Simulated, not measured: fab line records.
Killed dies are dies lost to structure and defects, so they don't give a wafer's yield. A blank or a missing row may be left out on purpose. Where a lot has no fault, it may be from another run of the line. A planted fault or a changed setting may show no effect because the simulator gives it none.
Which tool is to blame? | flow n5Finfet | 9 lots, 27 wafers sampled, at 6 steps of a route of 1938

WHAT THE GAUGES READ, wafer by wafer
N5_BEOL_M3_OCD_MEAS_38.
lot  | measured     | on     | trenchDepthNm (nm)
L971 | day 7 16:50  | ocd-01 | 55.4 55.4 55.3
L973 | day 7 23:44  | ocd-02 | 55.4 54.6 55.7
L975 | day 8 18:00  | ocd-02 | 59.9 60.2 59.5
L978 | day 9 12:43  | ocd-01 | 61.0 60.1 59.6
L984 | day 11 02:35 | ocd-02 | 57.5 54.9 55.5
L986 | day 11 10:10 | ocd-01 | 55.6 53.4 53.6
L989 | day 12 09:16 | ocd-01 | 55.0 54.2 54.8
L991 | day 12 19:35 | ocd-02 | 53.5 55.7 53.4
L992 | day 12 21:38 | ocd-01 | 54.2 54.9 53.7

N5_BEOL_M4_RC_MEAS_101.
lot  | measured     | on        | DIBL_N (mV/V)  | DIBL_P (mV/V)  | IOFF_N (nA/um) | IOFF_P (nA/um) | ION_N (uA/um) | ION_P (uA/um) | SS_N (mV/dec)  | SS_P (mV/dec)  | VT_N (mV)   | VT_P (mV)
L971 | day 8 07:23  | prober-01 | 37.0 35.9 36.4 | 37.9 36.4 36.4 | 0.16 0.14 0.14 | 0.23 0.22 0.21 | 674 669 675   | 464 461 471   | 71.5 71.1 71.3 | 73.7 73.5 73.1 | 249 251 251 | -251 -250 -250
L973 | day 8 14:43  | prober-01 | 36.4 38.2 37.6 | 35.8 38.6 37.2 | 0.15 0.19 0.16 | 0.22 0.26 0.24 | 672 682 671   | 463 470 466   | 72.0 71.9 72.3 | 72.9 74.6 74.0 | 249 245 250 | -248 -246 -245
L975 | day 9 10:17  | prober-01 | 37.3 36.6 37.0 | 38.4 36.7 37.8 | 0.18 0.17 0.17 | 0.24 0.22 0.24 | 680 688 676   | 466 459 465   | 72.3 71.7 72.3 | 72.8 72.8 73.0 | 247 250 249 | -251 -253 -248
L978 | day 10 07:46 | prober-02 | 34.4 36.1 36.9 | 34.8 37.7 38.2 | 0.11 0.14 0.15 | 0.16 0.21 0.20 | 662 653 662   | 448 460 450   | 70.0 70.6 71.1 | 72.8 73.9 73.8 | 253 253 251 | -257 -251 -253
L984 | day 11 16:40 | prober-02 | 37.0 38.1 39.1 | 36.3 37.1 38.9 | 0.17 0.19 0.21 | 0.24 0.24 0.27 | 677 675 686   | 463 462 465   | 71.6 72.2 72.7 | 73.4 73.7 73.8 | 249 248 248 | -248 -246 -248
L986 | day 12 00:10 | prober-02 | 37.3 35.6 35.4 | 35.4 34.2 34.3 | 0.16 0.15 0.14 | 0.22 0.22 0.21 | 675 703 677   | 466 481 469   | 71.4 71.4 71.2 | 72.8 72.5 72.8 | 247 246 249 | -246 -244 -245
L989 | day 13 00:05 | prober-02 | 33.4 35.3 34.3 | 33.1 34.8 33.9 | 0.13 0.16 0.14 | 0.17 0.19 0.18 | 682 677 672   | 465 462 459   | 71.4 71.3 71.9 | 72.7 73.6 73.2 | 251 247 250 | -254 -251 -252
L991 | day 13 10:11 | prober-02 | 36.2 37.3 37.5 | 35.1 36.3 37.0 | 0.14 0.16 0.16 | 0.17 0.18 0.20 | 662 677 673   | 447 458 458   | 71.2 72.1 71.5 | 73.8 73.9 74.2 | 253 249 247 | -251 -254 -253
L992 | day 13 10:06 | prober-01 | 33.2 36.3 36.8 | 33.6 37.7 38.6 | 0.12 0.18 0.19 | 0.16 0.21 0.22 | 669 678 677   | 452 461 458   | 71.2 71.9 72.1 | 72.4 74.4 74.3 | 252 248 246 | -256 -250 -253

WHICH TOOL RAN EACH LOT (tool, then ch and the chambers of the sampled wafers, then the start)
lot  | N5_BEOL_M3_ETCH_64                | N5_BEOL_M3_ALD_98                | N5_BEOL_M3_TRENCH_ETCH_37         | N5_BEOL_M3_SPUTTER_81
L971 | rieDiel-02 ch 1,2, day 7 12:50    | aldSin-04 ch 0,3, day 7 13:58    | rieDiel-02 ch 0,1, day 7 16:41    | pvdSputter-03, day 7 19:51
L973 | rieDiel-04 ch 0,1,3, day 7 14:02  | aldSin-01 ch 0,2,3, day 7 15:34  | rieDiel-02 ch 0,1,3, day 7 23:35  | pvdSputter-01, day 8 02:47
L975 | rieDiel-05 ch 1,2, day 8 13:51    | aldSin-04 ch 0,2,3, day 8 16:14  | rieDiel-02 ch 0,2,3, day 8 17:51  | pvdSputter-02, day 8 19:31
L978 | rieDiel-05 ch 0,1,2, day 9 11:16  | aldSin-01 ch 0,1,3, day 9 12:13  | rieDiel-02 ch 1,2,3, day 9 12:34  | pvdSputter-02, day 9 14:28
L984 | rieDiel-05 ch 0,2, day 10 19:11   | aldSin-03 ch 0,3, day 10 20:41   | rieDiel-04 ch 0,3, day 11 02:26   | pvdSputter-03, day 11 04:02
L986 | rieDiel-05 ch 1,3, day 11 08:41   | aldSin-01 ch 0,3, day 11 09:40   | rieDiel-05 ch 2,3, day 11 10:01   | pvdSputter-01, day 11 11:24
L989 | rieDiel-02 ch 0,1,2, day 12 00:05 | aldSin-04 ch 0,1,2, day 12 01:50 | rieDiel-02 ch 0,1,2, day 12 09:07 | pvdSputter-01, day 12 11:59
L991 | rieDiel-02 ch 0,1,2, day 12 11:03 | aldSin-04 ch 2,3, day 12 12:12   | rieDiel-05 ch 2,3, day 12 19:26   | pvdSputter-01, day 12 20:54
L992 | rieDiel-05 ch 0,2,3, day 12 15:23 | aldSin-01 ch 0,1, day 12 16:31   | rieDiel-02 ch 1,2, day 12 21:25   | pvdSputter-01, day 12 23:01
- N5_BEOL_M3_ETCH_64: etches SOC in N2/H2, target depth 75 nm, overetch 15 nm, time 112.5 s.
- N5_BEOL_M3_ALD_98: deposits SiO2, target thk 2.5 nm, pulse time 1 s, co reactant pulse time 1 s.
- N5_BEOL_M3_TRENCH_ETCH_37: etches SiOC in C4F6/O2, target depth 55.555 nm, time 29.2 s.
- N5_BEOL_M3_SPUTTER_81: material Cu, target thk 4.5 nm, time 8.29 s.

WHAT THE TOOLS THEMSELVES READ (means of the sampled wafers that have a number; where no wafer has one, the mark that the record gives instead)
N5_BEOL_M3_ETCH_64.
lot  | tool       | drypumpMotorCurrentA (A) | oesProductAu (a.u.) | rfFwdPowerW (W) | rfVppV (V) | showerheadPlenumPTorr (Torr) | throttleValvePct (%)
L971 | rieDiel-02 | 6.2                      | 0.59                | 837.4           | 524.9      | 2.58                         | 18.01
L973 | rieDiel-04 | 5.2                      | 0.61                | 836.1           | 523.8      | 2.51                         | 17.72
L975 | rieDiel-05 | 6.0                      | 0.56                | 835.5           | 526.1      | 2.63                         | 17.82
L978 | rieDiel-05 | 5.9                      | 0.59                | 835.6           | 525.6      | 2.61                         | 17.85
L984 | rieDiel-05 | 5.8                      | 0.61                | 837.3           | 525.0      | 2.59                         | 17.87
L986 | rieDiel-05 | 6.2                      | 0.56                | 838.2           | 524.8      | 2.56                         | 17.79
L989 | rieDiel-02 | 6.0                      | 0.58                | 836.0           | 523.6      | 2.53                         | 18.08
L991 | rieDiel-02 | 6.0                      | 0.57                | 836.2           | 522.6      | 2.52                         | 18.09
L992 | rieDiel-05 | 5.8                      | 0.59                | 837.7           | 524.0      | 2.54                         | 17.79

N5_BEOL_M3_ALD_98.
lot  | tool      | heaterPowerW (W) | precursorPulseHeightRel
L971 | aldSin-04 | 89               | 1.022
L973 | aldSin-01 | 82               | 1.015
L975 | aldSin-04 | 85               | 0.993
L978 | aldSin-01 | 75               | 0.994
L984 | aldSin-03 | 78               | 1.006
L986 | aldSin-01 | 74               | 0.997
L989 | aldSin-04 | 77               | 1.007
L991 | aldSin-04 | 98               | 0.996
L992 | aldSin-01 | 77               | 0.998

N5_BEOL_M3_TRENCH_ETCH_37.
lot  | tool       | C4F6_flow_sccm (sccm) | drypumpMotorCurrentA (A) | oes_f_703_au (a.u.) | oes_o_777_au (a.u.) | oesProductAu (a.u.) | rfFwdPowerW (W) | rfVppV (V) | showerheadPlenumPTorr (Torr) | throttleValvePct (%)
L971 | rieDiel-02 | 10.02                 | 5.9                      | 0.73                | 0.73                | 0.75                | 348.8           | 672        | 2.80                         | 21.08
L973 | rieDiel-02 | 10.01                 | 5.9                      | 0.73                | 0.72                | 0.74                | 347.4           | 667        | 2.80                         | 20.99
L975 | rieDiel-02 | 9.99                  | 6.0                      | 0.91                | 0.89                | 0.76                | 434.1           | 599        | 2.86                         | 20.91
L978 | rieDiel-02 | 9.97                  | 6.0                      | 0.93                | 0.92                | 0.77                | 434.1           | 596        | 2.84                         | 20.97
L984 | rieDiel-04 | 9.99                  | 5.2                      | 0.79                | 0.78                | 0.80                | 351.2           | 672        | 2.75                         | 20.81
L986 | rieDiel-05 | 10.05                 | 5.6                      | 0.74                | 0.74                | 0.72                | 351.6           | 654        | 2.87                         | 20.78
L989 | rieDiel-02 | 10.00                 | 6.0                      | 0.72                | 0.71                | 0.72                | 350.4           | 669        | 2.83                         | 21.08
L991 | rieDiel-05 | 9.99                  | 5.6                      | 0.73                | 0.73                | 0.71                | 350.5           | 653        | 2.87                         | 20.79
L992 | rieDiel-02 | 10.01                 | 6.1                      | 0.72                | 0.72                | 0.71                | 350.8           | 667        | 2.86                         | 21.06

N5_BEOL_M3_SPUTTER_81.
lot  | tool          | throttleValvePct (%)
L971 | pvdSputter-03 | 30.3
L973 | pvdSputter-01 | 31.2
L975 | pvdSputter-02 | 30.3
L978 | pvdSputter-02 | 30.5
L984 | pvdSputter-03 | 30.4
L986 | pvdSputter-01 | 30.6
L989 | pvdSputter-01 | 31.2
L991 | pvdSputter-01 | 31.1
L992 | pvdSputter-01 | 30.6

THE ANSWER, worked out from the rows above alone
Rule: what is usual is taken from the lots themselves. Put in order of their means at a reading, lots are off if they are a third of the lots or fewer, leave a main group of 4 or more, and stand apart from it by a gap of 3 or more times the standard deviation of the main group's means; of several such gaps the widest counts. A main group is skipped when, at the precision printed for the reading in the tables above, its means are all equal. Also off: a lot with no number at a reading for which 4 or more lots have one. The other lots that the step has rows for count as sound. After the gauges, taken in route order, come the tools' own readings; for these a lot's mean is taken, as printed above. The first step at which some lot is off is used, and at that step the reading that is off furthest; a lot without a number counts as furthest.
Off at N5_BEOL_M3_OCD_MEAS_38 (trenchDepthNm): L975, L978. Mean 54.8 nm and standard deviation 0.64 in the main group.
If a tool, at a process step before that reading, ran all the lots that are off and no sound lot after the first of them, it fits. The gauges at N5_BEOL_M3_OCD_MEAS_38 aren't tried: what is off there is off at N5_BEOL_M3_TRENCH_ETCH_37 too, on other tools, and a gauge's error can't cause that. Of those tried, none fits.

WHAT HAD BEEN PUT IN BY THE SIMULATOR
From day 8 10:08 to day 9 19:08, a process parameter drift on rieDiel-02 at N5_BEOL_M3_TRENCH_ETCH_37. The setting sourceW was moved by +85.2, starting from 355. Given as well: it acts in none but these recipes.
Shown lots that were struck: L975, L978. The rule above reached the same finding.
